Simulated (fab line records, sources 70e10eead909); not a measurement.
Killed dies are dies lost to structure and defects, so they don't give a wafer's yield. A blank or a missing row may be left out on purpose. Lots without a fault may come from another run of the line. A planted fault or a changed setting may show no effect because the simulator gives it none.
Which tool did it? | flow nand_harc | 24 lots, 72 wafers sampled, at 5 steps of a route of 1302

WHAT THE GAUGES READ, wafer by wafer
NHARC_A_M1_OVL_MEAS_10: pitch 240 nm.
lot  | measured     | on         | overlay_x_nm (nm) | overlay_y_nm (nm)
L074 | day 23 07:48 | overlay-01 | -0.6 -0.3 -0.7    | 0.4 0.2 0.2
L075 | day 23 21:38 | overlay-02 | -0.2 0.0 0.0      | 0.0 0.1 -0.5
L076 | day 24 04:12 | overlay-02 | 0.1 -0.1 -0.5     | -0.8 -0.4 -1.2
L078 | day 24 09:47 | overlay-01 | 0.1 0.4 0.1       | 1.2 0.6 0.8
L077 | day 24 10:28 | overlay-02 | 1.9 2.0 2.0       | -0.4 0.1 -0.4
L079 | day 24 15:55 | overlay-02 | -0.1 0.3 0.4      | 0.5 0.5 0.3
L080 | day 25 08:40 | overlay-02 | 0.5 0.0 -0.1      | -0.8 -0.9 -0.5
L081 | day 25 11:40 | overlay-01 | 0.8 1.3 1.0       | 0.2 0.0 -0.3
L082 | day 26 08:58 | overlay-01 | 0.3 -0.2 -0.8     | 0.9 0.5 0.8
L083 | day 27 07:34 | overlay-01 | -0.6 -0.4 -0.2    | 1.3 1.0 0.5
L084 | day 27 13:16 | overlay-01 | 0.9 0.8 0.5       | -0.8 -0.4 -1.1
L085 | day 27 15:39 | overlay-02 | 0.5 0.1 0.5       | -0.7 -1.4 -0.9
L086 | day 28 13:35 | overlay-01 | -0.7 0.0 -0.7     | -0.3 -0.2 -0.2
L087 | day 28 16:46 | overlay-02 | 0.4 -0.3 -0.5     | -1.4 -1.3 -1.3
L088 | day 28 22:25 | overlay-01 | 0.0 0.0 0.2       | -2.2 -2.1 -1.6
L089 | day 29 04:39 | overlay-01 | 0.4 0.7 1.0       | 0.5 0.4 0.3
L090 | day 29 06:45 | overlay-02 | -1.3 -0.6 -0.7    | 0.1 -0.3 -0.6
L091 | day 29 23:10 | overlay-02 | -1.1 -1.3 -1.4    | -0.8 -0.6 -0.6
L092 | day 30 00:34 | overlay-01 | -1.2 -1.2 -0.7    | -0.7 -0.6 -0.9
L093 | day 30 14:34 | overlay-01 | -0.3 -0.1 0.1     | 0.4 0.4 -0.1
L095 | day 31 05:31 | overlay-02 | 1.6 1.6 1.4       | -0.1 -0.1 0.4
L096 | day 31 07:10 | overlay-01 | 0.8 0.7 0.7       | 2.1 2.8 2.3
L094 | day 31 19:31 | overlay-01 | -1.1 -1.7 -1.1    | -0.6 -0.5 -0.8
L097 | day 32 08:06 | overlay-02 | 0.4 0.8 0.5       | -1.6 -0.6 -0.8

NHARC_A_BONDPAD_CD_MEAS_09: target cd 500 nm.
lot  | measured     | on        | cd_nm (nm)
L074 | day 23 12:17 | cd_sem-01 | 502.8 503.1 497.1
L075 | day 24 02:08 | cd_sem-02 | 504.0 498.1 503.5
L076 | day 24 08:49 | cd_sem-03 | 502.2 502.3 501.1
L078 | day 24 14:25 | cd_sem-03 | 503.9 503.1 500.0
L077 | day 24 15:02 | cd_sem-03 | 505.4 503.3 502.8
L079 | day 24 20:23 | cd_sem-03 | 501.1 495.9 500.0
L080 | day 25 13:21 | cd_sem-02 | 503.3 505.0 504.3
L081 | day 25 16:23 | cd_sem-03 | 507.5 505.7 505.0
L082 | day 26 13:34 | cd_sem-03 | 501.4 501.7 496.4
L083 | day 27 13:16 | cd_sem-02 | 502.7 502.0 497.4
L084 | day 27 17:47 | cd_sem-02 | 505.1 502.2 498.6
L085 | day 27 20:16 | cd_sem-02 | 505.1 499.1 502.4
L086 | day 28 18:24 | cd_sem-03 | 496.8 502.9 503.4
L087 | day 28 21:15 | cd_sem-03 | 500.2 504.3 503.9
L088 | day 29 02:54 | cd_sem-01 | 503.0 502.5 503.3
L089 | day 29 09:26 | cd_sem-03 | 504.6 505.7 503.2
L090 | day 29 11:23 | cd_sem-01 | 503.9 503.3 503.1
L091 | day 30 03:47 | cd_sem-03 | 505.0 504.8 499.6
L092 | day 30 05:09 | cd_sem-01 | 504.6 505.2 500.5
L093 | day 30 19:09 | cd_sem-03 | 505.4 502.4 505.0
L095 | day 31 10:28 | cd_sem-01 | 502.9 504.4 506.5
L096 | day 31 11:38 | cd_sem-01 | 504.8 505.5 499.7
L094 | day 32 00:05 | cd_sem-02 | 500.8 501.4 501.6
L097 | day 32 12:44 | cd_sem-01 | 503.4 499.7 502.5

NHARC_A_BONDPAD_CD_MEAS_13.
lot  | measured     | on        | cd_nm (nm)
L074 | day 23 12:49 | cd_sem-01 | 502.0 502.2 495.1
L075 | day 24 02:40 | cd_sem-03 | 502.6 496.7 502.5
L076 | day 24 09:21 | cd_sem-03 | 500.0 503.3 501.9
L078 | day 24 14:56 | cd_sem-02 | 503.3 501.7 499.8
L077 | day 24 15:34 | cd_sem-03 | 504.7 501.9 500.6
L079 | day 24 20:55 | cd_sem-01 | 500.4 493.1 499.2
L080 | day 25 13:53 | cd_sem-03 | 501.6 504.2 503.7
L081 | day 25 16:55 | cd_sem-01 | 505.2 503.8 505.4
L082 | day 26 14:06 | cd_sem-01 | 499.5 501.6 495.0
L083 | day 27 13:48 | cd_sem-01 | 502.9 502.7 496.9
L084 | day 27 18:19 | cd_sem-02 | 504.8 502.4 499.7
L085 | day 27 20:49 | cd_sem-02 | 506.2 498.8 502.0
L086 | day 28 18:56 | cd_sem-03 | 497.8 502.7 502.4
L087 | day 28 21:46 | cd_sem-01 | 501.3 503.2 503.0
L088 | day 29 03:26 | cd_sem-01 | 502.1 501.5 503.1
L089 | day 29 09:58 | cd_sem-01 | 505.2 505.7 504.3
L090 | day 29 11:54 | cd_sem-02 | 503.6 503.8 501.1
L091 | day 30 04:19 | cd_sem-03 | 504.7 505.6 498.2
L092 | day 30 05:41 | cd_sem-01 | 503.5 505.5 498.5
L093 | day 30 19:41 | cd_sem-01 | 505.4 502.1 504.0
L095 | day 31 10:59 | cd_sem-03 | 501.0 504.8 507.8
L096 | day 31 12:10 | cd_sem-02 | 504.3 505.7 499.5
L094 | day 32 00:40 | cd_sem-02 | 498.3 500.6 500.2
L097 | day 32 13:16 | cd_sem-02 | 504.1 498.4 501.7

NHARC_A_BONDPAD_INSPECT_23.
lot  | measured     | on                | raw_defect_count
L074 | day 23 15:03 | defect_inspect-02 | 725 1075 848
L075 | day 24 05:12 | defect_inspect-01 | 448 482 431
L076 | day 24 11:43 | defect_inspect-02 | 457 441 377
L078 | day 24 17:11 | defect_inspect-01 | 431 550 560
L077 | day 24 17:49 | defect_inspect-01 | 654 472 434
L079 | day 24 23:11 | defect_inspect-02 | 671 566 686
L080 | day 25 16:09 | defect_inspect-01 | 472 676 551
L081 | day 25 19:19 | defect_inspect-01 | 480 356 502
L082 | day 26 16:21 | defect_inspect-02 | 458 439 598
L083 | day 27 16:03 | defect_inspect-01 | 561 468 513
L084 | day 27 20:34 | defect_inspect-01 | 458 506 450
L085 | day 27 23:08 | defect_inspect-01 | 510 652 610
L086 | day 28 21:17 | defect_inspect-02 | 612 875 747
L087 | day 29 00:03 | defect_inspect-02 | 840 731 719
L088 | day 29 05:42 | defect_inspect-02 | 615 496 495
L089 | day 29 12:11 | defect_inspect-02 | 591 492 512
L090 | day 29 14:13 | defect_inspect-02 | 350 393 418
L091 | day 30 06:37 | defect_inspect-01 | 688 508 706
L092 | day 30 07:58 | defect_inspect-02 | 617 617 684
L093 | day 30 22:01 | defect_inspect-01 | 517 503 406
L095 | day 31 13:16 | defect_inspect-02 | 730 571 623
L096 | day 31 14:25 | defect_inspect-01 | 368 476 397
L094 | day 32 02:56 | defect_inspect-01 | 528 538 443
L097 | day 32 15:30 | defect_inspect-01 | 547 497 488

WHICH TOOL RAN EACH LOT (tool, then ch and the chambers of the sampled wafers, then the start)
lot  | NHARC_A_BLC_STRIP_21
L074 | rie_diel-04 ch 0,2, day 23 00:59
L075 | rie_diel-07 ch 0,2,3, day 23 14:55
L076 | rie_diel-07 ch 0,1,3, day 23 21:16
L078 | rie_diel-07 ch 1,2, day 24 02:58
L077 | rie_diel-07 ch 1,2, day 24 03:42
L079 | rie_diel-07 ch 1,2,3, day 24 09:10
L080 | rie_diel-04 ch 0,1,3, day 25 01:57
L081 | rie_diel-04 ch 0,2,3, day 25 04:50
L082 | rie_diel-07 ch 0,2,3, day 26 02:01
L083 | rie_diel-07 ch 1,2, day 27 00:38
L084 | rie_diel-04 ch 0,2,3, day 27 06:15
L085 | rie_diel-07 ch 1,2,3, day 27 07:47
L086 | rie_diel-09 ch 1,2,3, day 28 06:40
L087 | rie_diel-07 ch 0,1,2, day 28 10:04
L088 | rie_diel-09 ch 0,1,3, day 28 15:35
L089 | rie_diel-07 ch 2,3, day 28 21:46
L090 | rie_diel-07 ch 0,1,3, day 28 23:29
L091 | rie_diel-07 ch 2,3, day 29 16:00
L092 | rie_diel-04 ch 1,3, day 29 17:16
L093 | rie_diel-04 ch 1,2, day 30 07:52
L095 | rie_diel-07 ch 0,1,2, day 30 22:28
L096 | rie_diel-07 ch 0,1,3, day 31 00:06
L094 | rie_diel-04 ch 0,1,3, day 31 12:32
L097 | rie_diel-04 ch 1,2, day 32 00:55
- NHARC_A_BLC_STRIP_21: strips in O2.

WHAT THE TOOLS THEMSELVES READ (means of the sampled wafers that have a number; where no wafer has one, the mark that the record gives instead)
NHARC_A_BLC_STRIP_21.
lot  | tool        | drypump_motor_current_A (A) | oes_product_au (a.u.) | rf_vpp_V (V) | showerhead_plenum_p_Torr (Torr) | throttle_valve_pct (%)
L074 | rie_diel-04 | 6.5                         | 1.007                 | 57.1         | 3.61                            | 17.046
L075 | rie_diel-07 | 6.0                         | 0.997                 | 57.6         | 3.54                            | 17.037
L076 | rie_diel-07 | 6.2                         | 0.994                 | 57.9         | 3.62                            | 17.028
L078 | rie_diel-07 | 6.2                         | 1.009                 | 57.7         | 3.46                            | 17.026
L077 | rie_diel-07 | 6.0                         | 1.015                 | 57.8         | 3.37                            | 17.041
L079 | rie_diel-07 | 6.1                         | 1.011                 | 56.8         | 3.47                            | 17.031
L080 | rie_diel-04 | 5.9                         | 1.010                 | 57.9         | 3.65                            | 17.036
L081 | rie_diel-04 | 6.3                         | 0.997                 | 58.9         | 3.63                            | 17.029
L082 | rie_diel-07 | 6.0                         | 1.001                 | 58.1         | 3.54                            | 17.031
L083 | rie_diel-07 | 6.2                         | 1.010                 | 58.2         | 3.45                            | 17.032
L084 | rie_diel-04 | 6.3                         | 1.016                 | 57.7         | 3.63                            | 17.041
L085 | rie_diel-07 | 6.1                         | 1.001                 | 58.3         | 3.47                            | 17.046
L086 | rie_diel-09 | 5.3                         | 1.000                 | 58.2         | 3.39                            | 17.041
L087 | rie_diel-07 | 6.1                         | 1.000                 | 57.4         | 3.52                            | 17.036
L088 | rie_diel-09 | 5.4                         | 1.006                 | 57.0         | 3.51                            | 17.042
L089 | rie_diel-07 | 5.9                         | 0.976                 | 58.0         | 3.39                            | 17.033
L090 | rie_diel-07 | 6.2                         | 0.999                 | 58.2         | 3.61                            | 17.039
L091 | rie_diel-07 | 5.9                         | 0.986                 | 56.9         | 3.39                            | 17.038
L092 | rie_diel-04 | 5.4                         | 1.002                 | 57.4         | 3.57                            | 17.038
L093 | rie_diel-04 | 6.1                         | 1.014                 | 57.6         | 3.45                            | 17.024
L095 | rie_diel-07 | 6.1                         | 1.000                 | 57.5         | 3.52                            | 17.036
L096 | rie_diel-07 | 6.3                         | 0.991                 | 57.8         | 3.61                            | 17.033
L094 | rie_diel-04 | 5.9                         | 1.012                 | 58.4         | 3.64                            | 17.030
L097 | rie_diel-04 | 5.6                         | 0.999                 | 57.3         | 3.46                            | 17.031

THE ANSWER, worked out from the rows above alone
Rule: what is usual is taken from the lots themselves. Put in order of their means at a reading, lots are off if they are a third of the lots or fewer, leave a main group of 4 or more, and stand apart from it by a gap of 3 or more times the standard deviation of the main group's means; of several such gaps the widest counts. A main group whose means are all the same, to the digits that the tables above print for the reading, isn't used. A lot without any number at a reading at which 4 lots or more have one is off too. The other lots that the step has rows for count as sound. The gauges are gone through in route order, then the tools' own readings, and for those a lot's mean is taken as printed above. The first step at which some lot is off is used, and at that step the reading that is off furthest; a lot without a number counts as furthest.
No lot is off at any reading shown: from this, nothing can be told.

WHAT THE SIMULATOR HAD PUT IN
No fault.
